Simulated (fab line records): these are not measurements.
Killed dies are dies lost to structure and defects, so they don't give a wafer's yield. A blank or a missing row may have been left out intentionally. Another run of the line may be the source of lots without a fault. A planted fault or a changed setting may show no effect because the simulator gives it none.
Split-lot experiment | flow n5 finfet | on a route of 1938 steps: 7 lots, 21 wafers read

== ABOUT THE SPLIT ==
At N5_DUMMY_GATE_ETCH_44 (etches poly-Si in HBr/O2, stops on SiO2, target depth 127.5 nm), the setting target depth a was moved away from the recipe's 1275 angstrom on 6 of the 21 wafers read, by -10.3% to -7.2%. All remaining wafers had this setting at the recipe value.

The reading is taken at the split's own step.

== THE READING ==
oes product au, in a.u., at N5_DUMMY_GATE_ETCH_44 (etches poly-Si in HBr/O2, stops on SiO2, target depth 127.5 nm). Typical for fault-free wafers on this fab line: 0.721 a.u., with standard deviation 0.011 a.u.

wafer  | tool, chamber at the split | target depth a as run, angstrom | against the recipe | oes product au, a.u. | against lot-mates on the recipe
L076.2 | rie si-02, 1               | 1183                            | -7.2%              | 0.735                | +0.023
L076.4 | rie si-02, 3               | 1275                            | recipe             | 0.713                | -
L076.6 | rie si-02, 1               | 1275                            | recipe             | 0.711                | -
L078.1 | rie si-03, 3               | 1170                            | -8.2%              | 0.752                | +0.031
L078.3 | rie si-03, 1               | 1170                            | -8.2%              | 0.751                | +0.030
L078.6 | rie si-03, 1               | 1275                            | recipe             | 0.721                | -
L079.2 | rie si-02, 2               | 1275                            | recipe             | 0.726                | -
L079.5 | rie si-02, 2               | 1275                            | recipe             | 0.707                | -
L079.6 | rie si-02, 1               | 1275                            | recipe             | 0.728                | -
L083.3 | rie si-02, 1               | 1275                            | recipe             | 0.716                | -
L083.5 | rie si-02, 2               | 1275                            | recipe             | 0.723                | -
L083.6 | rie si-02, 3               | 1275                            | recipe             | 0.723                | -
L086.1 | rie si-04, 2               | 1275                            | recipe             | 0.717                | -
L086.5 | rie si-04, 0               | 1275                            | recipe             | 0.704                | -
L086.6 | rie si-04, 1               | 1180                            | -7.5%              | 0.764                | +0.054
L094.2 | rie si-03, 3               | 1275                            | recipe             | 0.720                | -
L094.3 | rie si-03, 1               | 1275                            | recipe             | 0.713                | -
L094.6 | rie si-03, 2               | 1275                            | recipe             | 0.735                | -
L096.2 | rie si-02, 3               | 1144                            | -10.3%             | 0.740                | +0.027
L096.5 | rie si-02, 3               | 1275                            | recipe             | 0.713                | -
L096.6 | rie si-02, 2               | 1144                            | -10.3%             | 0.755                | +0.042

FIT RESULTS
A straight line over all 21 wafers: oes product au changes by -0.00354 a.u. for each +1% of target depth a; r = -0.84; the points scatter about the line by 0.0094 a.u.
The same after taking each lot's own level away (the mean of its wafers on the recipe; 21 wafers): -0.00387 a.u. for each +1%; r = -0.88; scatter 0.0087 a.u.
On that fit, the largest move of target depth a shifts the reading by 0.04 a.u.
The lots' own levels span 0.7105 to 0.7227 a.u., that is 1.1 times the standard deviation above.
So the lot-to-lot level changes the slope little: the two slopes agree.
Check: +0.0441 a.u. against its lot-mates is what the line predicts for one of the wafers moved furthest among these (-10.3%) when that wafer is left out of the fit. Against them it came out at +0.027 a.u.
Tool readings at the split's step, against how far the setting was moved: oes product au r = -0.84.

== OTHER SPLITS ON THESE WAFERS ==
Note: prior to the reading, these wafers also went through further splits. Each is held against what the fit with the lots' levels taken away leaves over:
other split on the same wafers | wafers away from the commonest value | r with oes product au (lot level and that fit taken away)
N5_ZERO_LAYER_ETCH_18 icp w    | 5                                    | -0.13
N5_FIN_CUT_COAT_19 spin rpm    | 8                                    | -0.35
N5_FIN_CUT_EXPOSE_05 dose mj   | 6                                    | +0.21

== THE FILE'S OWN FIT ==
oes product au changes by -0.00416 a.u. for each +1% of target depth a, r = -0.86.
